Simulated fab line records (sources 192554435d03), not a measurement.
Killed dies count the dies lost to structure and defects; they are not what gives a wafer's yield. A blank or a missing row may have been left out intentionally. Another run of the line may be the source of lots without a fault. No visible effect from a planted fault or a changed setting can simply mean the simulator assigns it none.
Chamber matching + flow n5Finfet + rieDiel-03 running N5_BEOL_M1_ETCH_69: 4 sister chambers
The step etches SiARC in CF4, target depth 15.6 nm, time 26 s. 8 wafers are shown with their chamber, then 9 later ones without.

== WAFERS WITH THEIR CHAMBER ==
| wafer  | chamber | showerheadPlenumPTorr (Torr) | drypumpMotorCurrentA (A) |
|--------|---------|------------------------------|--------------------------|
| L076.1 | 3       | 2.12                         | 5.1                      |
| L084.2 | 1       | 2.04                         | 5.7                      |
| L084.3 | 3       | 2.11                         | 5.0                      |
| L087.1 | 2       | 2.20                         | 5.3                      |
| L087.5 | 2       | 2.20                         | 5.3                      |
| L089.1 | 0       | 2.20                         | 5.7                      |
| L089.5 | 0       | 2.20                         | 5.7                      |
| L089.6 | 1       | 2.04                         | 5.7                      |

== WAFERS WHOSE CHAMBER IS MISSING ==
| wafer  | showerheadPlenumPTorr (Torr) | drypumpMotorCurrentA (A) |
|--------|------------------------------|--------------------------|
| L090.3 | 2.04                         | 5.7                      |
| L090.4 | 2.11                         | 5.1                      |
| L090.6 | 2.11                         | 5.1                      |
| L092.1 | 2.19                         | 5.3                      |
| L092.3 | 2.11                         | 5.1                      |
| L092.4 | 2.04                         | 5.7                      |
| L096.1 | 2.19                         | 5.6                      |
| L096.4 | 2.03                         | 5.7                      |
| L096.5 | 2.10                         | 5.0                      |

== WHICH CHAMBER EACH ONE RAN IN ==
| wafer  | from the rows above | in truth |
|--------|---------------------|----------|
| L090.3 | 1                   | 1        |
| L090.4 | 3                   | 3        |
| L090.6 | 3                   | 3        |
| L092.1 | 2                   | 2        |
| L092.3 | 3                   | 3        |
| L092.4 | 1                   | 1        |
| L096.1 | 0                   | 0        |
| L096.4 | 1                   | 1        |
| L096.5 | 3                   | 3        |
Placed correctly: 9 of 9. Can't be placed from these rows: 0. Wrongly placed: 0.
How it was worked out, from the rows above alone: a wafer's distance from a chamber is the root of the sum, over the readings, of the square of ((its reading less the chamber's mean) divided by the reading's scatter). If the next closest chamber is less than 2 further off than the closest, the wafer can't be placed; otherwise it belongs to the closest. A chamber's mean is the mean of its shown wafers. The scatter: take each reading less its chamber's mean, square it, sum over the shown wafers, divide by the number of wafers less the number of chambers, and take the root.
